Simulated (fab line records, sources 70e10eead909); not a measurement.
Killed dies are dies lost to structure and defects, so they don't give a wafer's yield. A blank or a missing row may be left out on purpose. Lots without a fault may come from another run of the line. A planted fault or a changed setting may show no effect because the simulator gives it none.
fab line records | flow nand_harc | part 2 of 2: steps 36 to 50 of 50
record lots=5 wafers=15 last_day=33
route steps=1302 shown P_STI@91 P_GATE@110
lots that met no fault: from a run of the same line without faults
start_h: hours from the record's first day to the start of the lot's first wafer shown | wait_h: hours since the lot's step before | " the same as in the row above | L1.1+2: a row that stands for several wafers | - no value, or no start given | * or withheld: withheld | < > ~ a bound
route shown NAME@n: a module of which the file shows steps, and the number in the route of the first | usual: mean/standard deviation of fault-free wafers | same: alike in all rows | chamber/n: place in a boat | sites: the reading at each site | _std_site: their standard deviation | _edge_site: outer sites' mean less inner sites' | radius_mm: how far each site lies from the wafer's centre | mask NAME#n: copy n | behind: the tool/chamber that last shaped the wafer | hold: why the lot was held/for how many hours/how that ended | device: the transistor (n, p or np) that didn't switch | end of line: the same wafers' tests at the end of the route | a step without rows: its recipe alone | killed: dies lost to structure and defects at the first sort, not the wafer's yield | map: a wafer's dies, x killed, . not, _ none there
set.NAME: the setting as run; set.NAME@STEP: as run at that earlier step | model.NAME: the simulator's own value behind a step, which no gauge read
lots at some steps of the route; a table a step, a row a wafer
services: from which hour (start_h, from the record's first day; less than 0 if before it) a tool's chamber was out of use, for how many hours, and why
## steps
# step NHARC_P_GATE_PRECLEAN_71
# recipe time_s=* temp_c=50 bath_age_min=0 chemistry=SC1
# usual nh4oh_flow_mL_min=28.29/0.091
# same bath_age_min=0
# columns lot.wafer tool chamber start_h wait_h nh4oh_flow_mL_min
L083.4 wet_bench-01 1 - - 28.28
L083.1 " 4 " " 28.28
L083.3 " 5 " " 28.22
L091.5 wet_bench-01 4 - - 28.44
L091.1 " 5 " " 28.26
L091.6 " 7 " " 28.36
L093.6 wet_bench-01 1 - - 28.46
L093.5 " 3 " " 28.30
L093.1 " 4 " " 28.23
L096.2 wet_bench-09 5 - - 28.22
L096.5 " 7 " " 28.16
L096.4 " 0 " " 28.25
L097.4 wet_bench-02 5 - - 28.18
L097.6 " 6 " " 28.26
L097.3 " 0 " " 28.18
# step NHARC_P_GATE_SRD_72
# columns lot.wafer tool chamber start_h wait_h
L083.4+1+3 wet_bench-01 1,4,5 - -
L091.5+1+6 wet_bench-01 4,5,7 - -
L093.6+5+1 wet_bench-01 1,3,4 - -
L096.2+5+4 wet_bench-09 5,7,0 - -
L097.4+6+3 wet_bench-02 5,6,0 - -
# step NHARC_P_GATE_OXIDE_16
# recipe target_thk_a=30 temp_c=875 ox_time_s=392 material=SiO2
# usual ox_temp_c=875.0/0.41 spike_tc_upper_C=874.7/1.7
# columns lot.wafer tool chamber start_h wait_h ox_temp_c spike_tc_upper_C
L083.1 furnace-03 0 178.16 - 875.4 873.7
L083.3 " 0 " " 875.1 875.0
L083.4 " 0 " " 875.1 875.9
L091.1 furnace-07 0 254.39 - 875.0 875.7
L091.5 " 0 " " 873.7 877.6
L091.6 " 0 " " 874.3 876.0
L093.1 furnace-07 0 277.82 - 875.4 877.6
L093.5 " 0 " " 875.2 877.2
L093.6 " 0 " " 874.4 876.0
L096.2 furnace-08 0 307.59 - 875.6 873.9
L096.4 " 0 " " 874.9 873.7
L096.5 " 0 " " 874.9 872.5
L097.3 furnace-07 0 323.19 - 874.7 875.1
L097.4 " 0 " " 874.3 876.3
L097.6 " 0 " " 874.8 875.5
# step NHARC_P_GATE_CVD_17
# recipe target_thk_a=1500 temp_c=620 time_s=900 material=poly-Si
# usual spike_tc_upper_C=620.5/0.97
# columns lot.wafer tool chamber start_h wait_h spike_tc_upper_C
L083.1 lpcvd_poly-04 0 184.35 2.6 621.9
L083.3 " 0 " " 620.3
L083.4 " 0 " " 620.8
L091.1 lpcvd_poly-03 0 260.47 2.5 621.5
L091.5 " 0 " " 619.7
L091.6 " 0 " " 620.9
L093.1 lpcvd_poly-03 0 283.83 2.5 621.7
L093.5 " 0 " " 620.4
L093.6 " 0 " " 620.3
L096.2 lpcvd_poly-04 0 313.74 2.6 622.0
L096.4 " 0 " " 620.0
L096.5 " 0 " " 622.7
L097.3 lpcvd_poly-02 0 329.36 2.7 620.0
L097.4 " 0 " " 618.6
L097.6 " 0 " " 620.9
# step NHARC_P_GATE_HM_DEP_102
# recipe target_thk_a=1200 temp_c=400 material=aC
# usual throttle_valve_pct=35.000/0.0099
# columns lot.wafer tool chamber start_h wait_h throttle_valve_pct
L083.1 acl_dep-03 0 186.95 0.4 35.003
L083.3 " 0 " " 35.009
L083.4 " 0 " " 34.993
L091.1 acl_dep-03 0 266.22 3.5 34.997
L091.5 " 0 " " 34.998
L091.6 " 0 " " 34.998
L093.1 acl_dep-02 0 286.46 0.4 34.998
L093.5 " 0 " " 34.988
L093.6 " 0 " " 35.004
L096.2 acl_dep-03 0 316.43 0.5 35.000
L096.4 " 0 " " 34.998
L096.5 " 0 " " 34.999
L097.3 acl_dep-01 0 332.15 0.6 35.009
L097.4 " 0 " " 35.001
L097.6 " 0 " " 35.009
# step NHARC_P_GATE_DEP_103
# recipe target_thk_a=300 target_thk_nm=30 temp_c=400 flow_sccm=200 rf_w=350 material=SiON
# usual heater_power_w=757/120
# columns lot.wafer tool chamber start_h wait_h heater_power_w
L083.3 pecvd-02 0 187.61 0.3 796
L083.1 " 1 " " 636
L083.4 " 0 " " 809
L091.1 pecvd-03 1 266.94 0.6 882
L091.6 " 0 " " 1075
L091.5 " 1 " " 889
L093.1 pecvd-02 0 287.12 0.5 659
L093.6 " 1 " " 698
L093.5 " 2 " " 890
L096.2 pecvd-02 2 317.02 0.5 826
L096.5 " 2 " " 819
L096.4 " 0 " " 693
L097.3 pecvd-03 0 332.66 0.4 1073
L097.6 " 1 " " 896
L097.4 " 2 " " 717
# step NHARC_P_GATE_DEHYDRATE_18
# recipe temp_c=150 time_s=120
# columns lot.wafer tool chamber start_h wait_h
L083.1+3+4 litho_track-04 0 187.88 0.2
L091.1+5+6 litho_track-04 0 267.25 0.3
L093.1+5+6 litho_track-04 0 287.39 0.2
L096.2+4+5 litho_track-01 0 317.27 0.2
L097.3+4+6 litho_track-04 0 332.87 0.2
# step NHARC_P_GATE_HMDS_19
# recipe time_s=30
# columns lot.wafer tool chamber start_h wait_h
L083.1+3+4 litho_track-04 0 - -
L091.1+5+6 litho_track-04 0 - -
L093.1+5+6 litho_track-04 0 - -
L096.2+4+5 litho_track-01 0 - -
L097.3+4+6 litho_track-04 0 - -
# step NHARC_P_GATE_COAT_20
# recipe spin_rpm=1500 resist_thk_nm=90
# columns lot.wafer tool chamber start_h wait_h
L083.1+3+4 litho_track-04 0 - -
L091.1+5+6 litho_track-04 0 - -
L093.1+5+6 litho_track-04 0 - -
L096.2+4+5 litho_track-01 0 - -
L097.3+4+6 litho_track-04 0 - -
# step NHARC_P_GATE_SOFTBAKE_21
# recipe temp_c=105 time_s=55
# columns lot.wafer tool chamber start_h wait_h
L083.1+3+4 litho_track-04 0 - -
L091.1+5+6 litho_track-04 0 - -
L093.1+5+6 litho_track-04 0 - -
L096.2+4+5 litho_track-01 0 - -
L097.3+4+6 litho_track-04 0 - -
# step NHARC_P_GATE_EBR_22
# columns lot.wafer tool chamber start_h wait_h
L083.1+3+4 litho_track-04 0 - -
L091.1+5+6 litho_track-04 0 - -
L093.1+5+6 litho_track-04 0 - -
L096.2+4+5 litho_track-01 0 - -
L097.3+4+6 litho_track-04 0 - -
# step NHARC_P_GATE_EXPOSE_23
# recipe na=1.35 target_cd_nm=120 dose_mj=93.91 mask_id=P_GATE
# columns lot.wafer tool chamber start_h wait_h mask
L083.1+3+4 arfi_scanner-01 0 188.15 - P_GATE#0
L091.1+5+6 arfi_scanner-03 0 267.52 - P_GATE#0
L093.1+5+6 arfi_scanner-01 0 287.65 - P_GATE#0
L096.2+4+5 arfi_scanner-01 0 317.41 - P_GATE#0
L097.3+4+6 arfi_scanner-01 0 333.02 - P_GATE#0
# step NHARC_P_GATE_PEB_24
# recipe peb_temp_c=100 peb_time_s=65
# same peb_time_s=65
# columns lot.wafer tool chamber start_h wait_h
L083.1+3+4 litho_track-04 0 188.21 0.1
L091.1+5+6 litho_track-04 0 267.58 0.1
L093.1+5+6 litho_track-01 0 287.71 0.1
L096.2+4+5 litho_track-04 0 317.47 0.1
L097.3+4+6 litho_track-06 0 333.08 0.0
# step NHARC_P_GATE_DEVELOP_25
# recipe develop_time_s=35 dev_temp_c=23
# same develop_time_s=35
# columns lot.wafer tool chamber start_h wait_h
L083.1+3+4 litho_track-04 0 - -
L091.1+5+6 litho_track-04 0 - -
L093.1+5+6 litho_track-01 0 - -
L096.2+4+5 litho_track-04 0 - -
L097.3+4+6 litho_track-06 0 - -
# step NHARC_P_GATE_CD_MEAS_26
# recipe target_cd_nm=120 landing_energy_ev=500
# usual cd_nm=120.1/0.58
# columns lot.wafer tool chamber start_h wait_h cd_nm
L083.1 cd_sem-02 0 188.29 - 121.3
L083.3 " 0 " " 121.1
L083.4 " 0 " " 121.1
L091.1 cd_sem-02 0 267.66 - 120.5
L091.5 " 0 " " 120.6
L091.6 " 0 " " 120.3
L093.1 cd_sem-01 0 287.79 - 120.2
L093.5 " 0 " " 119.8
L093.6 " 0 " " 119.6
L096.2 cd_sem-03 0 317.55 - 120.5
L096.4 " 0 " " 120.5
L096.5 " 0 " " 120.3
L097.3 cd_sem-01 0 333.16 - 121.5
L097.4 " 0 " " 121.0
L097.6 " 0 " " 121.3
## services
# columns tool chamber start_h hours kind
krf_scanner-03 - 113.98 0.8 repair
furnace-05 - 117.41 26.0 pm
acl_dep-03 - 121.94 13.0 pm
wet_bench-06 - 134.14 1.1 repair
litho_track-01 - 155.00 7.0 pm
wet_bench-09 - 176.80 8.0 pm
hdpcvd-01 - 185.00 13.0 pm
wet_bench-06 - 193.60 8.0 pm
litho_track-04 - 203.00 7.0 pm
litho_track-02 - 227.00 7.0 pm
wet_bench-04 - 227.20 8.0 pm
wet_bench-09 - 239.29 63.0 repair
wet_bench-02 - 244.01 8.0 pm
litho_track-07 - 251.00 7.0 pm
arfi_scanner-01 - 252.00 4.0 pm
wet_bench-05 - 260.80 8.0 pm
litho_track-03 - 275.00 7.0 pm
wet_bench-01 - 277.60 8.0 pm
arfi_scanner-01 - 281.42 2.3 repair
wet_bench-02 - 292.04 1.0 repair
wet_bench-04 - 302.65 1.4 repair
wet_bench-04 - 325.12 2.2 repair
litho_track-01 - 330.00 7.0 pm
furnace-02 - 330.92 2.6 repair
